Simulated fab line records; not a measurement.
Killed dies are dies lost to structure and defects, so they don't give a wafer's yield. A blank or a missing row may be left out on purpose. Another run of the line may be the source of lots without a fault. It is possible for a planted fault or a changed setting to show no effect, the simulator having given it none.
Which tool was responsible?	flow n5_finfet	10 lots with 29 wafers sampled at 6 steps, on a route of 1938 steps

== WHAT EACH GAUGE READ, for each wafer ==
N5_BEOL_M4_RC_MEAS_101. Usual: DIBL_N 36.5 mV/V, standard deviation 2.1; DIBL_P 36.6 mV/V, standard deviation 2.6; IOFF_N 0.17 nA/um, standard deviation 0.044; IOFF_P 0.21 nA/um, standard deviation 0.048; ION_N 674 uA/um, standard deviation 17; ION_P 462 uA/um, standard deviation 9.5; SS_N 71.6 mV/dec, standard deviation 0.77; SS_P 73.5 mV/dec, standard deviation 0.72; VT_N 250 mV, standard deviation 4.2; VT_P -250 mV, standard deviation 3.9.
lot	measured	on	DIBL_N (mV/V)	DIBL_P (mV/V)	IOFF_N (nA/um)	IOFF_P (nA/um)	ION_N (uA/um)	ION_P (uA/um)	SS_N (mV/dec)	SS_P (mV/dec)	VT_N (mV)	VT_P (mV)	flag
L172	day 10 08:25	prober-02	34.9 37.0	33.9 37.6	0.13 0.17	0.17 0.22	671 684	460 468	70.6 71.1	73.4 74.7	255 248	-254 -252	
L173	day 10 11:35	prober-02	37.2 40.6 39.5	37.7 42.3 40.8	0.14 0.24 0.20	0.20 0.28 0.25	667 706 685	462 478 465	71.1 72.4 72.2	73.0 74.4 74.3	253 241 248	-253 -245 -247	
L177	day 11 17:02	prober-02	35.0 42.0 34.9	34.2 43.0 33.9	0.13 0.28 0.13	0.15 0.29 0.16	644 704 676	440 470 457	71.1 73.0 71.1	72.1 74.2 73.0	253 241 249	-258 -251 -253	
L178	day 11 10:42	prober-02	35.6 36.0 32.7	36.7 35.2 32.9	0.16 0.15 0.11	0.20 0.17 0.16	667 651 653	461 445 454	71.5 72.3 70.0	73.4 73.0 73.2	247 253 254	-250 -253 -254	
L180	day 12 06:16	prober-01	37.4 37.1 35.6	37.5 36.5 34.6	0.16 0.14 0.12	0.22 0.21 0.18	680 658 665	464 465 464	71.7 72.3 71.1	73.9 73.2 72.7	251 254 255	-249 -248 -251	
L182	day 13 12:01	prober-02	37.6 33.3 38.7	39.6 33.2 41.4	0.18 0.12 0.20	0.24 0.15 0.28	667 664 664	456 453 460	72.1 70.7 72.3	74.0 72.2 74.4	250 253 247	-249 -255 -250	
L184	day 12 13:56	prober-02	34.3 36.0 36.1	33.9 37.2 37.2	0.12 0.16 0.15	0.15 0.21 0.21	659 688 662	451 466 455	71.0 71.6 71.7	73.1 73.3 74.1	258 249 251	-258 -253 -253	
L186	day 14 08:44	prober-01	35.4 36.4 34.7	36.2 38.3 35.6	0.16 0.19 0.14	0.21 0.23 0.19	656 682 649	459 465 455	71.1 71.7 71.7	74.2 74.2 73.3	251 247 253	-250 -251 -250	
L187	day 13 11:56	prober-01	37.2 33.4 35.6	36.8 33.5 34.8	0.19 0.13 0.16	0.27 0.20 0.23	692 670 662	484 467 469	72.1 70.7 71.8	74.2 73.6 73.9	245 251 249	-244 -249 -244	
L193	day 15 13:25	prober-01	34.9 37.3 35.3	36.2 38.6 35.4	0.12 0.16 0.13	0.17 0.21 0.16	664 671 666	459 469 453	71.3 71.8 71.5	73.3 74.0 72.8	257 252 255	-256 -251 -258	

== WHICH TOOL RAN EACH LOT (tool, then ch and the chambers of the sampled wafers, then the start) ==
lot	N5_BEOL_M0_PRE_CLEAN_113	N5_BEOL_M0_SPUTTER_132	N5_BEOL_M0_ECD_118	N5_BEOL_M0_CMP_120	N5_BEOL_M0_CO_CAP_123
L172	pvd_sputter-03, day 6 09:08	pvd_sputter-03, day 6 10:20	ecd_cu-01 ch 0,1, day 6 10:42	cmp-03 ch 0,3, day 6 11:10	cvd_co-02 ch 1, day 6 11:32
L173	pvd_sputter-01, day 6 18:41	pvd_sputter-01, day 6 19:30	ecd_cu-01 ch 1, day 6 19:51	cmp-01 ch 0,2,3, day 6 20:46	cvd_co-01 ch 0,2, day 6 21:07
L177	pvd_sputter-01, day 7 22:33	pvd_sputter-01, day 7 23:22	ecd_cu-02 ch 0,1, day 7 23:44	cmp-03 ch 0,1,2, day 8 00:10	cvd_co-01 ch 0,2, day 8 00:30
L178	pvd_sputter-02, day 8 00:25	pvd_sputter-01, day 8 02:09	ecd_cu-02 ch 0,1, day 8 02:30	cmp-04 ch 0,2,3, day 8 02:56	cvd_co-01 ch 0,2, day 8 03:16
L180	pvd_sputter-01, day 8 08:36	pvd_sputter-01, day 8 09:29	ecd_cu-02 ch 0,1, day 8 09:50	cmp-03 ch 1,2, day 8 10:21	cvd_co-01 ch 0,1,2, day 8 10:43
L182	pvd_sputter-01, day 8 20:49	pvd_sputter-03, day 8 21:29	ecd_cu-01 ch 0,1, day 8 21:50	cmp-01 ch 1,3, day 8 22:13	cvd_co-01 ch 0,1, day 8 22:35
L184	pvd_sputter-02, day 9 06:23	pvd_sputter-02, day 9 07:14	ecd_cu-01 ch 0,1, day 9 07:35	cmp-04 ch 0,3, day 9 07:58	cvd_co-02 ch 0,1,2, day 9 08:20
L186	pvd_sputter-01, day 9 21:35	pvd_sputter-02, day 9 22:34	ecd_cu-01 ch 0,1, day 9 22:55	cmp-04 ch 0,3, day 9 23:59	cvd_co-02 ch 0,1,2, day 10 00:22
L187	pvd_sputter-03, day 10 02:05	pvd_sputter-03, day 10 02:51	ecd_cu-01 ch 0,1, day 10 03:13	cmp-03 ch 1,2,3, day 10 03:44	cvd_co-01 ch 0,1, day 10 04:01
L193	pvd_sputter-02, day 11 23:29	pvd_sputter-02, day 12 01:34	ecd_cu-02 ch 0,1, day 12 01:55	cmp-03 ch 2,3, day 12 02:20	cvd_co-01 ch 0,1,2, day 12 02:40
- N5_BEOL_M0_PRE_CLEAN_113: time 30 s.
- N5_BEOL_M0_SPUTTER_132: material Cu, target thk 4 nm, time 7.37 s.
- N5_BEOL_M0_ECD_118: material Cu, target thk 300 nm.
- N5_BEOL_M0_CMP_120: polishes, stops on SiOC, t overpolish 6.9 s.
- N5_BEOL_M0_CO_CAP_123: material Co, precursor CCTBA/H2, target thk 2 nm, time 102.1 s.

== WHAT THE TOOLS THEMSELVES READ (means of the sampled wafers that have a number; where no wafer has one, the mark that the record gives instead) ==
N5_BEOL_M0_PRE_CLEAN_113. Usual: heater_power_w at 328 W, with a standard deviation of 23.
lot	tool	heater_power_w (W)	flag
L172	pvd_sputter-03	328	
L173	pvd_sputter-01	329	
L177	pvd_sputter-01	327	
L178	pvd_sputter-02	317	
L180	pvd_sputter-01	350	
L182	pvd_sputter-01	320	
L184	pvd_sputter-02	330	
L186	pvd_sputter-01	349	
L187	pvd_sputter-03	333	
L193	pvd_sputter-02	310	

N5_BEOL_M0_SPUTTER_132. Usual: throttle_valve_pct at 29.7 %, with a standard deviation of 0.88.
lot	tool	throttle_valve_pct (%)	flag
L172	pvd_sputter-03	29.0	
L173	pvd_sputter-01	30.1	
L177	pvd_sputter-01	30.6	
L178	pvd_sputter-01	29.2	
L180	pvd_sputter-01	28.8	
L182	pvd_sputter-03	29.5	
L184	pvd_sputter-02	29.9	
L186	pvd_sputter-02	29.8	
L187	pvd_sputter-03	29.5	
L193	pvd_sputter-02	29.6	

N5_BEOL_M0_CMP_120. Usual: motor_current_A 6.1 A, standard deviation 0.51; time_to_endpoint_s 63 s, standard deviation 4.
lot	tool	motor_current_A (A)	time_to_endpoint_s (s)	flag
L172	cmp-03	6.1	64	
L173	cmp-01	6.3	65	
L177	cmp-03	6.5	58	
L178	cmp-04	5.9	64	
L180	cmp-03	6.0	62	
L182	cmp-01	5.5	65	
L184	cmp-04	6.1	57	
L186	cmp-04	6.2	55	
L187	cmp-03	6.2	54	
L193	cmp-03	6.3	60	

N5_BEOL_M0_CO_CAP_123. Usual: heater_power_outer_w 124 W, standard deviation 8.3; heater_power_w 228 W, standard deviation 18.
lot	tool	heater_power_outer_w (W)	heater_power_w (W)	flag
L172	cvd_co-02	122	229	
L173	cvd_co-01	120	217	
L177	cvd_co-01	121	211	
L178	cvd_co-01	118	213	
L180	cvd_co-01	126	229	
L182	cvd_co-01	123	226	
L184	cvd_co-02	122	225	
L186	cvd_co-02	126	224	
L187	cvd_co-01	123	224	
L193	cvd_co-01	128	233	

== THE ANSWER, worked out from the rows above alone ==
Rule: a lot counts as off when the mean over its wafers that have a number is more than 3 standard deviations away from the usual mean. A lot without any number at a reading at which 4 lots or more have one is off too. The other lots that the step has rows for count as sound. First the gauges in route order, then the tools' own readings, where a lot's mean is used as printed above. The first step at which some lot is off is used, and at that step the reading that is off furthest; a lot without a number counts as furthest.
No lot is off on any of the readings shown, so nothing can be concluded from this.

== WHAT THE SIMULATOR HAD INSERTED ==
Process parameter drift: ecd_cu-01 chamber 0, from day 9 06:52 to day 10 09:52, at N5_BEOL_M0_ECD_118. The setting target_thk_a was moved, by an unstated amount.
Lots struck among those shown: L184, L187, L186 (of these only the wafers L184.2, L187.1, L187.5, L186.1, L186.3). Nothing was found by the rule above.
